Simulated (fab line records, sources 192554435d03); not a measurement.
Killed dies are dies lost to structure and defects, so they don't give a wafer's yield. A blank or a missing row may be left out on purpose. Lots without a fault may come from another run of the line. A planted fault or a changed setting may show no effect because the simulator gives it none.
Which tool did it? | flow n5_finfet | 11 lots, 32 wafers sampled, at 1 step of a route of 1938

WHAT THE GAUGES READ, wafer by wafer
N5_BEOL_M13_INSPECT_30: inspects for defects (macro). Usual: raw_defect_count 2.0, standard deviation 1.4.
lot  | measured     | on                | raw_defect_count | flag
L925 | day 11 09:11 | defect_inspect-02 | 1 1 0            |
L926 | day 11 13:58 | defect_inspect-02 | 5 2 4            |
L928 | day 11 23:01 | defect_inspect-01 | 1 4 2            |
L930 | day 12 13:13 | defect_inspect-02 | 4 1 3            |
L935 | day 13 13:46 | defect_inspect-01 | 1 6              |
L940 | day 15 03:35 | defect_inspect-02 | 2 2 1            |
L945 | day 16 00:25 | defect_inspect-01 | 1 6 1            |
L944 | day 16 04:07 | defect_inspect-01 | 0 3 2            |
L946 | day 16 04:19 | defect_inspect-01 | 1 3 0            |
L948 | day 16 16:59 | defect_inspect-02 | 2 1 4            |
L947 | day 16 18:26 | defect_inspect-01 | 2 5 3            |

WHICH TOOL RAN EACH LOT (tool, then ch and the chambers of the sampled wafers, then the start)
The record holds no process step before these readings.

WHAT THE TOOLS THEMSELVES READ (means of the sampled wafers that have a number; where no wafer has one, the mark that the record gives instead)
The record holds no such reading with a usual standard deviation.

THE ANSWER, worked out from the rows above alone
Rule: a lot is off if the mean of its wafers that have a number lies more than 3 standard deviations from the usual mean. A lot without any number at a reading at which 4 lots or more have one is off too. The other lots that the step has rows for count as sound. The gauges are gone through in route order, then the tools' own readings, and for those a lot's mean is taken as printed above. The first step at which some lot is off is used, and at that step the reading that is off furthest; a lot without a number counts as furthest.
No lot is off at any reading shown: from this, nothing can be told.

WHAT THE SIMULATOR HAD PUT IN
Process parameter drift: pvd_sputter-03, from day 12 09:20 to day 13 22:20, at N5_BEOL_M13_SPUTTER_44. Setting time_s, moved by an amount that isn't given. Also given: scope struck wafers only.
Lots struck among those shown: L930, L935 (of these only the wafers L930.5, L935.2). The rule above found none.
